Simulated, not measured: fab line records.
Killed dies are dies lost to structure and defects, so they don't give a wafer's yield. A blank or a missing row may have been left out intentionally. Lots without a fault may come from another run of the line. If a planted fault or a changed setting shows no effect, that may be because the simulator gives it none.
Chamber matching ; flow n5_finfet ; N5_BEOL_M9_CMP_52 on cmp-02 has 4 sister chambers
The step polishes, stops on SiCOH lowk, t overpolish 7 s, target thk 140 nm. 16 wafers are shown with their chamber, then 8 later ones without.

== WAFERS WITH THEIR CHAMBER ==
wafer;chamber;motor_current_A (A);retaining_ring_pressure_frac;time_to_endpoint_s (s)
L074.2;3;5.7;0.998;63.7
L074.3;0;6.6;1.005;61.0
L074.4;2;5.8;1.005;61.1
L075.1;0;6.5;0.995;64.0
L075.2;1;5.8;1.004;65.0
L075.3;2;5.4;1.007;63.3
L078.4;0;6.6;0.998;64.6
L078.5;3;5.8;0.997;64.0
L078.6;0;6.2;0.988;66.7
L082.2;2;5.5;1.001;63.6
L082.4;3;5.8;0.999;60.6
L082.5;0;6.3;0.998;63.3
L083.3;0;6.4;1.003;67.2
L083.4;1;5.5;1.003;67.7
L083.5;0;6.2;0.997;66.3
L085.2;3;6.0;0.998;66.5

SIGNATURES (means of the wafers above)
reading;chamber 0;chamber 1;chamber 2;chamber 3;scatter within a chamber
motor_current_A;6.400;5.650;5.567;5.825;0.173
retaining_ring_pressure_frac;0.99771;1.00350;1.00433;0.99800;0.00413
time_to_endpoint_s;64.729;66.350;62.667;63.700;2.12
Rule: for each reading, subtract the chamber's mean from the wafer's reading, divide by that reading's scatter and square the result; add these up over the readings and take the root, which gives the wafer's distance from the chamber. If the next closest chamber is less than 2 further off than the closest, the wafer can't be placed; otherwise it belongs to the closest. The scatter: take each reading less its chamber's mean, square it, sum over the shown wafers, divide by the number of wafers less the number of chambers, and take the root.

== WAFERS WITH NO CHAMBER GIVEN ==
wafer;motor_current_A (A);retaining_ring_pressure_frac;time_to_endpoint_s (s)
L085.4;5.9;1.008;69.0
L085.5;5.8;1.002;71.0
L090.2;5.6;1.002;59.7
L090.3;5.5;1.011;64.1
L090.5;5.5;1.006;66.3
L088.1;6.0;1.003;65.5
L088.4;5.5;0.989;67.0
L088.5;5.7;1.003;65.7

== THE CHAMBER EACH PASSED THROUGH ==
wafer;from the rows above;in truth
L085.4;can't be placed: 1 or 3 or 2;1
L085.5;can't be placed: 1 or 3 or 2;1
L090.2;can't be placed: 2 or 3 or 1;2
L090.3;can't be placed: 2 or 1 or 3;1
L090.5;can't be placed: 1 or 2 or 3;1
L088.1;can't be placed: 3 or 1 or 0 or 2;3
L088.4;can't be placed: 3 or 1 or 2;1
L088.5;can't be placed: 1 or 2 or 3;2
Placed correctly: 0 of 8. Can't be placed from these rows: 8 (the true chamber is among the candidates in 8). Placed wrongly: 0.
